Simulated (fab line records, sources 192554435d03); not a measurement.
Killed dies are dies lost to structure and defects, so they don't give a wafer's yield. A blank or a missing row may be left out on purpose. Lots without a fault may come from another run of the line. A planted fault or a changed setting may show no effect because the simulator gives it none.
Chamber matching | flow n5_finfet | N5_BEOL_M8_ALD_77 on ald_metal-03: 4 sister chambers
The step deposits TaN, target thk 2 nm, pulse time 2 s, purge time 3 s. 8 wafers are shown with their chamber, then 7 later ones without.

WAFERS WITH THEIR CHAMBER
wafer  | chamber | heater_power_w (W) | precursor_vessel_carrier_sccm (sccm)
L077.5 | 3       | 449                | 1002.1
L081.4 | 1       | 436                | 1000.6
L081.6 | 3       | 458                | 1002.2
L084.4 | 0       | 365                | 1004.1
L084.5 | 1       | 435                | 1001.5
L084.6 | 2       | 433                | 1001.0
L088.1 | 2       | 431                | 1002.1
L088.3 | 0       | 367                | 999.6

WAFERS WITHOUT THEIR CHAMBER
wafer  | heater_power_w (W) | precursor_vessel_carrier_sccm (sccm)
L088.5 | 361                | 1003.6
L092.1 | 440                | 999.3
L092.2 | 351                | 1002.5
L092.3 | 450                | 999.3
L095.3 | 431                | 1000.6
L095.4 | 430                | 1002.2
L095.5 | 438                | 1000.4

WHICH CHAMBER EACH WENT THROUGH
wafer  | from the rows above     | in truth
L088.5 | 0                       | 0
L092.1 | can't be placed: 1 or 2 | 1
L092.2 | 0                       | 0
L092.3 | 3                       | 3
L095.3 | can't be placed: 2 or 1 | 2
L095.4 | can't be placed: 2 or 1 | 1
L095.5 | can't be placed: 1 or 2 | 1
Placed correctly: 3 of 7. Can't be placed from these rows: 4 (the true chamber is among the candidates in 4). Placed wrongly: 0.
How it was worked out, from the rows above alone: a wafer's distance from a chamber is the root of the sum, over the readings, of the square of ((its reading less the chamber's mean) divided by the reading's scatter). The wafer belongs to the nearest chamber; if the next one is less than 2 further off, it can't be placed. A chamber's mean is the mean of its shown wafers. The scatter: the root of (the sum of the squares of (reading less its chamber's mean) over the shown wafers, divided by (wafers less chambers)).
